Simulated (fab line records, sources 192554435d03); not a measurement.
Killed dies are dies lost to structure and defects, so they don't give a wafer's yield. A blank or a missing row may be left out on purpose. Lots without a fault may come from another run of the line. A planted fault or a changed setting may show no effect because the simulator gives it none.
Split-lot experiment | flow n5_finfet | 7 lots, 39 wafers read, on a route of 1938 steps

THE SPLIT
At N5_MOL_CONTACT_COAG_ETCH_91 (etches SOC in N2/H2, target depth 60 nm, overetch 21 nm, time 101.2 s), the setting time_s was moved away from the recipe's 101.2 s on 12 of the 39 wafers read, by -57.3% to +55.6%. The other wafers ran this setting at the recipe's value.

The reading is taken at the split's own step.

THE READING
SiARC_of_MOL_CONTACT_COAG_COAT_76.thk_nm (the simulator's own value, which no gauge read), in nm, at N5_MOL_CONTACT_COAG_ETCH_91 (etches SOC in N2/H2, target depth 60 nm, overetch 21 nm, time 101.2 s). The file gives no usual value for it. The 27 wafers here that ran the recipe average 5.8 nm, standard deviation 0.083 nm.

wafer  | tool, chamber at the split | time_s as run, s | against the recipe | SiARC_of_MOL_CONTACT_COAG_COAT_76.thk_nm, nm | against lot-mates on the recipe
L074.1 | rie_diel-01, 0,2           | 124.9            | +23.4%             | 4.8                                          | -1.1
L074.4 | rie_diel-01, 0,2           | 124.9            | +23.4%             | 4.8                                          | -1.1
L074.2 | rie_diel-01, 1,2           | 101.2            | recipe             | 5.8                                          | -
L074.6 | rie_diel-01, 1,2           | 101.2            | recipe             | 5.8                                          | -
L074.3 | rie_diel-01, 3             | 101.2            | recipe             | 6                                            | -
L074.5 | rie_diel-01, 1             | 124.9            | +23.4%             | 5                                            | -0.9
L079.1 | rie_diel-01, 2,0,0,1,2     | 101.2            | recipe             | 5.8                                          | -
L079.2 | rie_diel-01, 2,0,0,1,2     | 101.2            | recipe             | 5.8                                          | -
L079.4 | rie_diel-01, 2,0,0,1,2     | 101.2            | recipe             | 5.8                                          | -
L079.5 | rie_diel-01, 2,0,0,1,2     | 101.2            | recipe             | 5.8                                          | -
L079.6 | rie_diel-01, 2,0,0,1,2     | 101.2            | recipe             | 5.8                                          | -
L079.3 | rie_diel-01, 1             | 101.2            | recipe             | 6                                            | -
L087.1 | rie_diel-06, 1,3,1         | 101.2            | recipe             | 6                                            | -
L087.3 | rie_diel-06, 1,3,1         | 101.2            | recipe             | 6                                            | -
L087.6 | rie_diel-06, 1,3,1         | 101.2            | recipe             | 6                                            | -
L087.2 | rie_diel-06, 2,0,0         | 101.2            | recipe             | 5.8                                          | -
L087.4 | rie_diel-06, 2,0,0         | 101.2            | recipe             | 5.8                                          | -
L087.5 | rie_diel-06, 2,0,0         | 101.2            | recipe             | 5.8                                          | -
L089.1 | rie_diel-02, 2,3,1         | 101.2            | recipe             | 5.8                                          | -
L089.3 | rie_diel-02, 2,3,1         | 101.2            | recipe             | 5.8                                          | -
L089.4 | rie_diel-02, 2,3,1         | 101.2            | recipe             | 5.8                                          | -
L089.2 | rie_diel-02, 0,0,3         | 43.24            | -57.3%             | 8.2                                          | +2.4
L089.5 | rie_diel-02, 0,0,3         | 43.24            | -57.3%             | 8.2                                          | +2.4
L089.6 | rie_diel-02, 0,0,3         | 43.24            | -57.3%             | 8.2                                          | +2.4
L092.1 | rie_diel-06, 2,1           | 141.5            | +39.8%             | 4.2                                          | -1.7
L092.4 | rie_diel-06, 2,1           | 141.5            | +39.8%             | 4.2                                          | -1.7
L092.2 | rie_diel-06, 3             | 141.5            | +39.8%             | 4.4                                          | -1.5
L092.3 | rie_diel-06, 0             | 101.2            | recipe             | 5.8                                          | -
L092.5 | rie_diel-06, 0             | 101.2            | recipe             | 5.8                                          | -
L092.6 | rie_diel-06, 3             | 101.2            | recipe             | 6                                            | -
L095.1 | rie_diel-02, 3             | 157.5            | +55.6%             | 3.4                                          | -2.4
L095.6 | rie_diel-02, 3             | 157.5            | +55.6%             | 3.4                                          | -2.4
L095.2 | rie_diel-02, 1             | 157.5            | +55.6%             | 3.6                                          | -2.2
L095.3 | rie_diel-02, 2,1,2         | 101.2            | recipe             | 5.8                                          | -
L095.4 | rie_diel-02, 2,1,2         | 101.2            | recipe             | 5.8                                          | -
L095.5 | rie_diel-02, 2,1,2         | 101.2            | recipe             | 5.8                                          | -
L097.1 | rie_diel-02, 2,0,2         | 101.2            | recipe             | 5.8                                          | -
L097.3 | rie_diel-02, 2,0,2         | 101.2            | recipe             | 5.8                                          | -
L097.6 | rie_diel-02, 2,0,2         | 101.2            | recipe             | 5.8                                          | -
Where a row lists several chambers, the file gives one row for several wafers and doesn't say which wafer went through which chamber.

THE FIT
A straight line over all 39 wafers: SiARC_of_MOL_CONTACT_COAG_COAT_76.thk_nm changes by -0.0415 nm for each +1% of time_s; r = -1.00; the points scatter about the line by 0.09 nm.
The same after taking each lot's own level away (the mean of its wafers on the recipe; 39 wafers): -0.0417 nm for each +1%; r = -1.00; scatter 0.081 nm.
On that fit, the largest move of time_s shifts the reading by 2.4 nm.
The lots' own levels span 5.80 to 5.90 nm, that is 1.2 times the standard deviation above.
So the lot-to-lot level changes the slope little: the two slopes agree.
Check: with one of the wafers moved furthest among these (-57.3%) left out of the fit, the line predicts +2.39 nm for it against its lot-mates. It came out at +2.4 nm against them.

OTHER SPLITS ON THESE WAFERS
These wafers also went through other splits before the reading. Each is held against what the fit with the lots' levels taken away leaves over:
other split on the same wafers        | wafers away from the commonest value | r with SiARC_of_MOL_CONTACT_COAG_COAT_76.thk_nm (lot level and that fit taken away)
N5_FIN_SAQP_HM_DEP_03 target_thk_a    | 12                                   | +0.07
N5_FIN_SAQP_DEVELOP_15 develop_time_s | 12                                   | -0.10
N5_SD_EPI_P_EPI_21 epi_growth_time_s  | 12                                   | -0.06
N5_HKMG_FIN_DESCUM_17 time_s          | 9                                    | -0.17

THE WHOLE CHAIN: every reading that the file lists as answering this split, in the file's order
step                        | what it does                                                          | reading                                                                                   | change (the file's fit)                                                                       | r (the file's)
N5_MOL_CONTACT_COAG_ETCH_91 | etches SOC in N2/H2, target depth 60 nm, overetch 21 nm, time 101.2 s | SiARC_of_MOL_CONTACT_COAG_COAT_76.thk_nm (the simulator's own value, which no gauge read) | -0.0416 nm for each +1% of the setting                                                        | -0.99
N5_MOL_CONTACT_COAG_ETCH_47 | etches SiNx in CH3F/O2, stops on W, target depth 27 nm                | etch_rf_on_time_s                                                                         | not straight: withheld at the lowest setting, withheld at the recipe, withheld at the highest | not given

THE FILE'S OWN FIT
SiARC_of_MOL_CONTACT_COAG_COAT_76.thk_nm changes by -0.0416 nm for each +1% of time_s, r = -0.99.
